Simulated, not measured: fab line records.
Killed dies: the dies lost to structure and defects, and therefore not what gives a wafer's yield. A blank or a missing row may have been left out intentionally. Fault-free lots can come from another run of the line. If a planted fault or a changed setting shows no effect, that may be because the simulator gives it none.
Matching of chambers :: flow nandHarc :: rieDiel-02 running NHARC_A_BONDPAD_STRIP_15: 4 sister chambers
The step strips in O2. 4 wafers are shown with their chamber, then 7 later ones without.

== EACH WAFER AND ITS CHAMBER ==
wafer: L265.1
chamber: 0
showerheadPlenumPTorr (Torr): 3.71

wafer: L265.4
chamber: 3
showerheadPlenumPTorr (Torr): 3.31

wafer: L267.1
chamber: 1
showerheadPlenumPTorr (Torr): 3.30

wafer: L267.3
chamber: 2
showerheadPlenumPTorr (Torr): 3.28

== WAFERS WHOSE CHAMBER IS MISSING ==
wafer: L267.4
showerheadPlenumPTorr (Torr): 3.71

wafer: L269.3
showerheadPlenumPTorr (Torr): 3.71

wafer: L269.5
showerheadPlenumPTorr (Torr): 3.28

wafer: L269.6
showerheadPlenumPTorr (Torr): 3.31

wafer: L272.1
showerheadPlenumPTorr (Torr): 3.30

wafer: L272.2
showerheadPlenumPTorr (Torr): 3.70

wafer: L272.5
showerheadPlenumPTorr (Torr): 3.30

== THE CHAMBER EACH PASSED THROUGH ==
wafer: L267.4
from the rows above: 0
in truth: 0

wafer: L269.3
from the rows above: 0
in truth: 0

wafer: L269.5
from the rows above: 2
in truth: 2

wafer: L269.6
from the rows above: 3
in truth: 3

wafer: L272.1
from the rows above: 1
in truth: 1

wafer: L272.2
from the rows above: 0
in truth: 0

wafer: L272.5
from the rows above: 1
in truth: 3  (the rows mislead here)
Correct placement for 6 of the 7. Not placeable from these rows: 0. Placed wrongly: 1.
How it was worked out, from the rows above alone: a wafer's distance from a chamber is the root of the sum, over the readings, of the square of ((its reading less the chamber's mean) divided by the reading's scatter). If the next closest chamber is less than 2 further off than the closest, the wafer can't be placed; otherwise it belongs to the closest. Each chamber's mean is taken over the wafers shown for it. The scatter (one wafer shown for each chamber): square how far every hidden wafer sits from the nearest shown wafer, average those squares and take the square root.
